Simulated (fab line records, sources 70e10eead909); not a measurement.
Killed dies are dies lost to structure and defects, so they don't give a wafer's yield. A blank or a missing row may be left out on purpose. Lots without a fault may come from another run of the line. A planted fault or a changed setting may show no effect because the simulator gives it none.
One fault seen from 3 desks | flow nand_harc | each desk has only its own numbers; what lay behind them comes last

THE TOOL OWNER'S DESK: arfi_scanner-01
The tool's own readings at NHARC_A_M1_EXPOSE_06 (exposes mask A M1, target cd 120 nm): means of the sampled wafers that have a number, for each lot that ran on this tool. A lot is out of limits, marked OUT, if its mean lies more than 4 standard deviations from the usual mean; the brackets give that distance.
Columns: A = exposure_dose_mJ_cm2 at NHARC_A_M1_EXPOSE_06, usual 75.08
lot  | first seen here | A
L352 | day 24 06:35    | 75.04
L361 | day 29 01:29    | 45.35 (-99 or more) OUT
L363 | day 29 18:02    | 52.77 (-99 or more) OUT
This desk's finding: out of limits on L361, L363; first on L361, day 29 01:29 (exposure_dose_mJ_cm2 at NHARC_A_M1_EXPOSE_06). In limits: L352.

THE DEFECT DESK
What the inspections along the route counted, lot by lot: means of the sampled wafers that have a number. A lot is out of limits, marked OUT, if its mean lies more than 4 standard deviations from the usual mean; the brackets give that distance.
Columns: A = raw_defect_count at NHARC_A_M0_INSPECT_27, usual 497
lot  | first seen here | A
L348 | day 22 10:57    | 462
L349 | day 23 06:34    | 341
L350 | day 23 13:19    | 508
L351 | day 24 03:47    | 368
L352 | day 24 05:20    | 606
L354 | day 25 01:43    | 451
L353 | day 25 03:29    | 480
L361 | day 29 00:05    | 604
L363 | day 29 16:56    | 478
L365 | day 30 05:13    | 487
L367 | day 30 21:35    | 449
L369 | day 31 09:42    | 491
L370 | day 31 21:37    | 525
This desk's finding: nothing out of limits on any of the 13 lots.

THE METROLOGY DESK
What the gauges read, lot by lot, whatever tool the lot ran on: means of the sampled wafers that have a number. A lot is out of limits, marked OUT, if its mean lies more than 4 standard deviations from the usual mean; the brackets give that distance.
Columns: A = cd_nm at NHARC_A_M1_CD_MEAS_09, usual 120.2 nm
lot  | first seen here | A
L348 | day 22 12:13    | 121.2
L349 | day 23 07:58    | 121.1
L350 | day 23 14:43    | 120.3
L351 | day 24 05:02    | 120.4
L352 | day 24 06:44    | 119.3
L354 | day 25 03:07    | 119.5
L353 | day 25 04:53    | 120.6
L361 | day 29 01:37    | 90.5 (-33) OUT
L363 | day 29 18:11    | 99.9 (-23) OUT
L365 | day 30 06:37    | 119.9
L367 | day 30 22:59    | 119.4
L369 | day 31 11:06    | 121.4
L370 | day 31 23:01    | 120.4
This desk's finding: out of limits on L361, L363; first on L361, day 29 01:37 (cd_nm at NHARC_A_M1_CD_MEAS_09). In limits: L348, L349, L350, L351, L352, L354, L353, L365, L367, L369, L370.

PUT TOGETHER
The tool owner's desk could have raised an alarm at day 29 01:29, on L361, L363.
The metrology desk could have raised an alarm at day 29 01:37, on L361, L363.
The defect desk saw nothing out of limits.
The defect desk has L361, L363 on record, within its limits.
Of the lots named, all ran NHARC_A_M1_EXPOSE_06 on arfi_scanner-01.

WHAT THE SIMULATOR HAD PUT IN
Process parameter drift: arfi_scanner-01, from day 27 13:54 on, at NHARC_A_M1_EXPOSE_06. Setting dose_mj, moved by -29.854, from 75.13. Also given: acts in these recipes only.
Lots struck among those shown: L361, L363.
Hours from the fault's start to each desk's first reading out of limits: the tool owner's desk, 36; the metrology desk, 36.
